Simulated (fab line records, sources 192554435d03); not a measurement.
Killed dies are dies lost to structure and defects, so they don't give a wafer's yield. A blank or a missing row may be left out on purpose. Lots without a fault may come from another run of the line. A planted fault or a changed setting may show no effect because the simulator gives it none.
fab line records | flow n5_finfet
record lots=7 wafers=39
route steps=1938 shown BEOL_M7@1323 BEOL_M11@1575 MIM_BOT_ETCH@1866 PASSIVATION@1910
start_h: hours from the record's first day to the start of the lot's first wafer shown | wait_h: hours since the lot's step before | " the same as in the row above | L1.1+2: a row that stands for several wafers | - no value, or no start given | * or withheld: withheld | < > ~ a bound
route shown NAME@n: a module of which the file shows steps, and the number in the route of the first | usual: mean/standard deviation of fault-free wafers | same: alike in all rows | chamber/n: place in a boat | sites: the reading at each site | _std_site: their standard deviation | _edge_site: outer sites' mean less inner sites' | radius_mm: how far each site lies from the wafer's centre | mask NAME#n: copy n | behind: the tool/chamber that last shaped the wafer | hold: why the lot was held/for how many hours/how that ended | device: the transistor (n, p or np) that didn't switch | end of line: the same wafers' tests at the end of the route | a step without rows: its recipe alone | killed: dies lost to structure and defects at the first sort, not the wafer's yield | map: a wafer's dies, x killed, . not, _ none there
set.NAME: the setting as run; set.NAME@STEP: as run at that earlier step | model.NAME: the simulator's own value behind a step, which no gauge read
lots whose settings were changed on purpose; a table a step, a row a wafer
## steps
# step N5_BEOL_M7_SPUTTER_48
# recipe material=Cu target_thk_a=100 temp_c=-20 bias_v=60 power_w=26000 chamber_pressure_pa=0.13 time_s=1.667
# columns lot.wafer tool chamber start_h wait_h set.target_thk_a
L076.1+2+3+4+5+6 pvd_sputter-03 - 195.52 0.1 100
L077.1+2+5 pvd_sputter-03 - 226.70 0.2 100
L077.3+4+6 " - " " 66.98
L082.1+2+6 pvd_sputter-02 - 250.32 0.1 100
L082.3+4+5 " - " " 59.83
L083.1+2+5 pvd_sputter-02 - 257.94 0.3 100
L085.1+2+3+4+5+6 pvd_sputter-03 - 264.72 3.6 100
L087.1+2+6 pvd_sputter-02 - 276.42 0.1 82.52
L087.3+4+5 " - " " 100
L088.1+2+3 pvd_sputter-01 - 281.15 0.1 100
L088.4+5+6 " - " " 45.25
# step N5_BEOL_M7_ECD_50
# recipe material=Cu target_thk_a=3000
# step N5_BEOL_M7_ANNEAL_51
# recipe temp_c=225 time_s=90 ambient=N2
# step N5_BEOL_M7_DEP_56
# recipe material=SiCN target_thk_a=100 temp_c=withheld precursor=3MS/NH3 pressure_torr=3 rf_w=202 time_s=17.5
# step N5_BEOL_M7_INSPECT_58
# recipe inspect_instrument=darkfield mode=post_dep
# usual raw_defect_count=67/24
# columns lot.wafer tool chamber start_h wait_h set.target_thk_a@BEOL_M7_SPUTTER_48 raw_defect_count
L076.1 defect_inspect-01 - 196.59 0.0 100 83
L076.2 " - " " 100 92
L076.3 " - " " 100 98
L076.4 " - " " 100 70
L076.5 " - " " 100 77
L076.6 " - " " 100 74
L077.1 defect_inspect-01 - 227.66 0.0 100 81
L077.2 " - " " 100 61
L077.3 " - " " 66.98 107
L077.4 " - " " 66.98 112
L077.5 " - " " 100 113
L077.6 " - " " 66.98 120
L082.1 defect_inspect-01 - 251.38 0.0 100 53
L082.2 " - " " 100 72
L082.3 " - " " 59.83 135
L082.4 " - " " 59.83 126
L082.5 " - " " 59.83 98
L082.6 " - " " 100 54
L083.1 defect_inspect-02 - 259.65 0.0 100 65
L083.2 " - " " 100 54
L083.5 " - " " 100 54
L085.1 defect_inspect-02 - 266.14 0.0 100 59
L085.2 " - " " 100 44
L085.3 " - " " 100 29
L085.4 " - " " 100 42
L085.5 " - " " 100 42
L085.6 " - " " 100 65
L087.1 defect_inspect-02 - 277.70 0.0 82.52 84
L087.2 " - " " 82.52 83
L087.3 " - " " 100 70
L087.4 " - " " 100 59
L087.5 " - " " 100 55
L087.6 " - " " 82.52 52
L088.1 defect_inspect-02 - 283.00 0.0 100 72
L088.2 " - " " 100 54
L088.3 " - " " 100 45
L088.4 " - " " 45.25 217
L088.5 " - " " 45.25 221
L088.6 " - " " 45.25 212
# step N5_BEOL_M11_VIA_ETCH_34
# recipe chemistry=C4F6/O2 target=SiCOH_lowk target_depth_a=1845 mask_material=SOC taper_deg=4 time_s=69.2 ion_energy_ev=250 pressure_mtorr=30 source_w=345 bias_w=185 Ar_flow_sccm=300 C4F6_flow_sccm=10 O2_flow_sccm=10
# columns lot.wafer tool chamber start_h wait_h set.time_s model.etch.depth_nm model.SOC_of_BEOL_M11_COAT_63.thk_nm
L076.1 rie_diel-02 1 229.90 0.0 69.2 174.6 92.2
L076.2 " 0 " " 69.2 192.2 91.4
L076.3 " 3 " " 69.2 187.1 91.6
L076.4 " 2 " " 69.2 185.3 91.6
L076.5 " 3 " " 69.2 186.4 91.8
L076.6 " 2 " " 69.2 186.6 91.6
L077.1 rie_diel-03 0 255.14 0.0 38.1 97.08 95.6
L077.2 " 3 " " 69.2 174.9 92.4
L077.3 " 1 " " 69.2 181.1 92
L077.4 " 2 " " 38.1 101.5 95.4
L077.5 " 1 " " 38.1 98.55 95.4
L077.6 " 2 " " 69.2 184.6 92.2
L082.1 rie_diel-03 2 281.49 0.0 81.72 213.9 90.6
L082.2 " 0 " " 69.2 176.1 92.8
L082.3 " 1 " " 69.2 179 92.4
L082.4 " 3 " " 81.72 206.9 91.4
L082.5 " 2 " " 69.2 180.4 92.6
L082.6 " 3 " " 81.72 209.2 91.2
L083.1 rie_diel-03 1 288.95 0.0 69.2 180.2 92.4
L083.2 " 2 " " 69.2 182.1 92
L083.5 " 3 " " 69.2 178.2 92.2
L085.1 rie_diel-03 0 293.90 0.0 69.2 176.5 92.4
L085.2 " 2 " " 32.36 84.31 96.2
L085.3 " 3 " " 32.36 82.67 96.4
L085.4 " 1 " " 69.2 177.8 92.4
L085.5 " 3 " " 32.36 82.2 96.8
L085.6 " 2 " " 69.2 181 92.4
L087.1 rie_diel-03 2 305.85 0.0 69.2 182.9 91.8
L087.2 " 0 " " 85.37 219.1 90.4
L087.3 " 1 " " 85.37 221.4 90
L087.4 " 3 " " 85.37 220.9 90.4
L087.5 " 3 " " 69.2 177.9 92.2
L087.6 " 2 " " 69.2 180.8 92
L088.1 rie_diel-03 1 310.51 0.0 69.2 179.4 92.2
L088.2 " 2 " " 69.2 184.8 91.8
L088.3 " 3 " " 88.51 227.2 90
L088.4 " 0 " " 88.51 229.1 90
L088.5 " 0 " " 88.51 226.5 90.4
L088.6 " 1 " " 69.2 180.2 92.2
# step N5_MIM_BOT_ETCH_ETCH_04
# recipe chemistry=CF4/O2 target=SiNx target_depth_a=260 time_s=13 ion_energy_ev=100 pressure_mtorr=40 source_w=535 bias_w=49 Ar_flow_sccm=100 cf4_flow_sccm=100 O2_flow_sccm=10
# columns lot.wafer tool chamber start_h wait_h set.time_s model.etch.depth_nm model.MIM_BOT_ETCH.cd_offset_nm
L076.1 rie_diel-06 0 258.86 0.0 13 26.92 -0.2
L076.2 " 3 " " 5.318 10.58 1
L076.3 " 1 " " 13 25.78 0
L076.4 " 2 " " 5.318 10.49 0.6
L076.5 " 2 " " 13 25.98 0
L076.6 " 1 " " 5.318 10.48 0.6
L077.1 rie_diel-06 3 294.92 0.0 13 26.11 0.2
L077.2 " 2 " " 13 25.77 0.2
L077.3 " 1 " " 15.11 30.1 -0.2
L077.4 " 0 " " 15.11 30.57 -0.2
L077.5 " 3 " " 15.11 30.29 0
L077.6 " 0 " " 13 26.28 -0.2
L082.1 rie_diel-05 2 313.30 0.1 13 26.04 0
L082.2 " 1 " " 17.49 37.08 -0.2
L082.3 " 2 " " 17.49 34.91 -0.4
L082.4 " 1 " " 13 27.34 0.2
L082.5 " 2 " " 13 25.74 0
L082.6 " 1 " " 17.49 36.98 -0.2
L083.1 rie_diel-06 2 323.00 0.0 13 25.66 0
L083.2 " 1 " " 13 26.46 -0.2
L083.5 " 1 " " 13 26.26 0
L085.1 rie_diel-05 0 333.35 0.0 13 27.68 0.2
L085.2 " 1 " " 13 27.13 0.2
L085.3 " 2 " " 13 25.67 0
L085.4 " 0 " " 16.65 35.95 -0.2
L085.5 " 2 " " 16.65 33.14 -0.2
L085.6 " 1 " " 16.65 34.58 -0.2
L087.1 rie_diel-04 3 339.08 0.0 13 25.21 0.2
L087.2 " 0 " " 13 25.48 0
L087.3 " 1 " " 7.575 15.85 0.2
L087.4 " 2 " " 7.575 14.99 0.6
L087.5 " 3 " " 13 25.22 0.2
L087.6 " 2 " " 7.575 14.76 0.4
L088.1 rie_diel-04 3 348.35 0.0 13 24.88 0.2
L088.2 " 0 " " 13 25.55 0
L088.3 " 2 " " 7.671 14.91 0.6
L088.4 " 1 " " 13 26.96 -0.2
L088.5 " 2 " " 7.671 14.92 0.6
L088.6 " 3 " " 7.671 14.71 0.6
# step N5_PASSIVATION_ETCH_59
# recipe chemistry=Cl2/BCl3 target=TaN target_depth_a=650 time_s=34.9 ion_energy_ev=100 pressure_mtorr=10 icp_w=900 bias_w=100 Cl2_flow_sccm=60 bcl3_flow_sccm=30
# columns lot.wafer tool chamber start_h wait_h set.time_s model.etch.depth_nm
L076.1 rie_metal-01 0 267.29 0.3 34.9 65.26
L076.2 " 1 " " 34.9 65.7
L076.3 " 0 " " 34.9 64.67
L076.4 " 1 " " 34.9 65.85
L076.5 " 0 " " 34.9 65.48
L076.6 " 1 " " 34.9 66.08
L077.1 rie_metal-03 0 301.54 0.7 34.9 63.93
L077.2 " 0 " " 34.9 63.75
L077.3 " 0 " " 34.9 63.69
L077.4 " 0 " " 34.9 63.73
L077.5 " 0 " " 34.9 63.89
L077.6 " 0 " " 34.9 63.64
L082.1 rie_metal-01 0 319.31 0.3 34.9 65.45
L082.2 " 1 " " 34.9 66.43
L082.3 " 1 " " 34.9 66.56
L082.4 " 0 " " 34.9 65.38
L082.5 " 1 " " 34.9 66.87
L082.6 " 0 " " 34.9 65.06
L083.1 rie_metal-03 1 327.31 0.3 34.9 64.07
L083.2 " 0 " " 34.9 63.82
L083.5 " 0 " " 34.9 63.49
L085.1 rie_metal-01 1 338.88 0.3 34.9 65.64
L085.2 " 0 " " 34.9 65.71
L085.3 " 0 " " 34.9 65.46
L085.4 " 1 " " 34.9 66.29
L085.5 " 0 " " 34.9 65.38
L085.6 " 1 " " 34.9 66.51
L087.1 rie_metal-01 1 344.55 0.3 14.42 27.22
L087.2 " 0 " " 14.42 26.98
L087.3 " 1 " " 14.42 27.37
L087.4 " 0 " " 34.9 65.36
L087.5 " 0 " " 34.9 65.41
L087.6 " 1 " " 34.9 66.42
L088.1 rie_metal-03 1 354.32 0.3 34.9 63.47
L088.2 " 0 " " 42.64 77.09
L088.3 " 0 " " 34.9 63.43
L088.4 " 1 " " 42.64 77.61
L088.5 " 0 " " 34.9 63.14
L088.6 " 1 " " 42.64 78.02
## key
split step=N5_BEOL_M7_SPUTTER_48 setting=target_thk_a stated=100 by=wafer
response step=N5_BEOL_M7_INSPECT_58 reading=raw_defect_count change=-2.04 per=1% r=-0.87
split step=N5_BEOL_M11_VIA_ETCH_34 setting=time_s stated=69.2 by=wafer
response step=N5_BEOL_M11_VIA_ETCH_34 reading=model.etch.depth_nm change=+1.77 per=1% r=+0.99
response step=N5_BEOL_M11_VIA_ETCH_34 reading=model.SOC_of_BEOL_M11_COAT_63.thk_nm change=-0.0746 per=1% r=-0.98
split step=N5_MIM_BOT_ETCH_ETCH_04 setting=time_s stated=13 by=wafer
response step=N5_MIM_BOT_ETCH_ETCH_04 reading=model.etch.depth_nm change=+0.265 per=1% r=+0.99
response step=N5_MIM_BOT_ETCH_ETCH_04 reading=model.MIM_BOT_ETCH.cd_offset_nm change=-0.0117 per=1% r=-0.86
split step=N5_PASSIVATION_ETCH_59 setting=time_s stated=34.9 by=wafer
response step=N5_PASSIVATION_ETCH_59 reading=model.etch.depth_nm change=+0.655 per=1% r=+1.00
